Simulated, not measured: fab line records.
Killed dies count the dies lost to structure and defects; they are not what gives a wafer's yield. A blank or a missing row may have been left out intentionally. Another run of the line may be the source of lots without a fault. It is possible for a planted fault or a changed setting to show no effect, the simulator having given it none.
Chamber matching	flow nandHarc	4 sister chambers for NHARC_A_CHANNEL_HOLE_D2_DESCUM_15 on rieDiel-08
The step chemistry O2, time 3 s. 14 wafers are shown with their chamber, then 7 later ones without.

== EACH WAFER AND ITS CHAMBER ==
wafer	chamber	drypumpMotorCurrentA (A)	oesProductAu (a.u.)	rfVppV (V)
L075.3	2	5.2	0.997	58.1
L075.4	3	5.7	0.997	57.5
L075.6	3	5.7	1.011	57.3
L078.1	1	5.7	1.010	58.1
L078.3	0	6.1	1.009	57.7
L078.6	1	5.7	1.004	58.3
L083.3	1	5.7	1.002	56.5
L083.4	0	6.1	1.009	55.9
L083.6	0	6.1	0.994	57.5
L086.1	2	5.2	0.998	59.1
L086.2	3	5.6	0.995	57.8
L086.6	3	5.6	0.990	57.4
L089.4	2	5.2	0.997	58.3
L089.5	0	6.1	1.015	58.8

SIGNATURES, as means of the wafers listed above
reading	chamber 0	chamber 1	chamber 2	chamber 3	scatter within a chamber
drypumpMotorCurrentA	6.100	5.700	5.200	5.650	0.0316
oesProductAu	1.00675	1.00533	0.99733	0.99825	0.0072
rfVppV	57.475	57.633	58.500	57.500	0.833
Rule: for each reading, subtract the chamber's mean from the wafer's reading, divide by that reading's scatter and square the result; add these up over the readings and take the root, which gives the wafer's distance from the chamber. The wafer belongs to the nearest chamber; if the next one is less than 2 further off, it can't be placed. The scatter: take each reading less its chamber's mean, square it, sum over the shown wafers, divide by the number of wafers less the number of chambers, and take the root.

== WAFERS WITHOUT THEIR CHAMBER ==
wafer	drypumpMotorCurrentA (A)	oesProductAu (a.u.)	rfVppV (V)
L089.6	5.6	0.990	57.5
L093.1	5.6	0.996	57.6
L093.2	5.3	0.994	58.7
L093.5	5.6	0.993	56.6
L097.3	6.1	1.007	56.9
L097.4	5.2	1.009	59.3
L097.5	5.8	0.999	56.4

== WHICH CHAMBER EACH ONE RAN IN ==
wafer	from the rows above	in truth
L089.6	can't be placed: 3 or 1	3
L093.1	can't be placed: 3 or 1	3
L093.2	2	2
L093.5	can't be placed: 3 or 1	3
L097.3	0	0
L097.4	2	2
L097.5	can't be placed: 1 or 3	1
3 of 7 placed correctly. Not placeable from these rows: 4 (in 4, the candidates include the true chamber). Number placed wrongly: 0.
